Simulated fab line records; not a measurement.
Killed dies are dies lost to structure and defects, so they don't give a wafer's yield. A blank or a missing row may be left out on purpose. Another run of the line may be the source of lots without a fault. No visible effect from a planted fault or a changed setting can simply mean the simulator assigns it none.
Which tool was responsible? | flow nand harc | 24 lots, 72 wafers sampled, at 2 steps of a route of 1302

WHAT EACH GAUGE READ, for each wafer
NHARC_A_M1_THK_MEAS_24: measures by xrf.
lot  | measured     | on            | thk nm (nm)
L074 | day 23 10:29 | film metro-01 | 154.5 153.8 152.3
L077 | day 23 18:14 | film metro-02 | 153.4 156.2 152.7
L075 | day 23 19:45 | film metro-01 | 154.0 153.9 152.3
L076 | day 23 22:14 | film metro-01 | 155.3 155.9 154.9
L078 | day 24 16:39 | film metro-02 | 154.3 156.8 155.0
L079 | day 25 07:32 | film metro-01 | 153.4 150.8 158.1
L080 | day 25 20:14 | film metro-01 | 156.0 155.2 154.7
L081 | day 26 19:22 | film metro-01 | 153.6 150.5 154.0
L082 | day 27 00:59 | film metro-02 | 152.9 154.3 154.0
L083 | day 27 03:44 | film metro-02 | 154.7 154.9 153.3
L084 | day 27 10:07 | film metro-02 | 156.1 154.3 154.4
L086 | day 27 13:02 | film metro-02 | 153.3 152.7 155.0
L085 | day 27 21:40 | film metro-02 | 153.5 154.2 155.0
L088 | day 28 16:28 | film metro-02 | 153.7 153.9 154.5
L089 | day 28 21:00 | film metro-02 | 153.9 156.2 153.3
L087 | day 28 23:56 | film metro-02 | 155.9 156.4 153.4
L091 | day 30 03:59 | film metro-02 | 158.5 154.3 154.7
L090 | day 30 05:28 | film metro-02 | 154.7 156.3 155.2
L092 | day 30 23:13 | film metro-01 | 152.4 153.9 153.4
L093 | day 30 23:31 | film metro-01 | 155.2 155.2 155.4
L095 | day 31 13:38 | film metro-02 | 155.8 157.7 157.0
L094 | day 31 14:51 | film metro-01 | 155.9 154.0 152.4
L097 | day 33 00:37 | film metro-01 | 156.1 155.1 153.5
L096 | day 33 03:39 | film metro-01 | 153.8 155.1 153.0

NHARC_A_M1_INSPECT_27.
lot  | measured     | on                | raw defect count
L074 | day 23 10:40 | defect inspect-01 | 460 490 590
L077 | day 23 18:25 | defect inspect-02 | 597 536 587
L075 | day 23 19:55 | defect inspect-02 | 694 724 551
L076 | day 23 22:23 | defect inspect-01 | 643 564 654
L078 | day 24 16:49 | defect inspect-02 | 883 512 593
L079 | day 25 07:43 | defect inspect-01 | 335 564 548
L080 | day 25 20:24 | defect inspect-01 | 476 521 589
L081 | day 26 19:33 | defect inspect-01 | 378 426 452
L082 | day 27 01:10 | defect inspect-01 | 506 711 524
L083 | day 27 03:55 | defect inspect-01 | 421 493 597
L084 | day 27 10:16 | defect inspect-01 | 458 571 709
L086 | day 27 13:13 | defect inspect-01 | 550 541 333
L085 | day 27 21:52 | defect inspect-01 | 577 432 558
L088 | day 28 16:39 | defect inspect-01 | 383 335 392
L089 | day 28 21:11 | defect inspect-01 | 462 420 421
L087 | day 29 00:05 | defect inspect-01 | 398 514 431
L091 | day 30 04:08 | defect inspect-02 | 432 378 284
L090 | day 30 05:37 | defect inspect-02 | 502 526 556
L092 | day 30 23:22 | defect inspect-01 | 736 520 700
L093 | day 30 23:40 | defect inspect-01 | 864 585 650
L095 | day 31 13:48 | defect inspect-02 | 434 444 424
L094 | day 31 15:01 | defect inspect-01 | 549 526 455
L097 | day 33 00:47 | defect inspect-01 | 647 827 697
L096 | day 33 03:49 | defect inspect-02 | 415 345 423

WHAT TOOL EACH LOT RAN ON (gives the tool, then ch and the chambers of the sampled wafers, and finally the start)
The record holds no process step before these readings.

AS READ BY THE TOOLS THEMSELVES (means over the sampled wafers that have a number; for cases with no such wafer, the mark the record gives instead)
The record holds no such reading with a usual standard deviation.

THE ANSWER, worked out from the rows above alone
Rule: what is usual is taken from the lots themselves. The widest of any qualifying gaps counts: lots, ordered by their means at a reading, are off when they make up no more than a third of the lots, leave a main group of 4 or more, and stand apart from it by 3 or more times the standard deviation of that group's means. If all means in a main group match to the digits the tables above print for the reading, that group is not used. Also off: a lot with no number at a reading for which 4 or more lots have one. Any other lot the step has rows for is counted as sound. First the gauges in route order, then the tools' own readings, where a lot's mean is used as printed above. The first step at which some lot is off is used, and at that step the reading that is off furthest; a lot without a number counts as furthest.
Nothing can be told from this: no lot is off at any reading shown.

WHAT HAD BEEN PUT IN BY THE SIMULATOR
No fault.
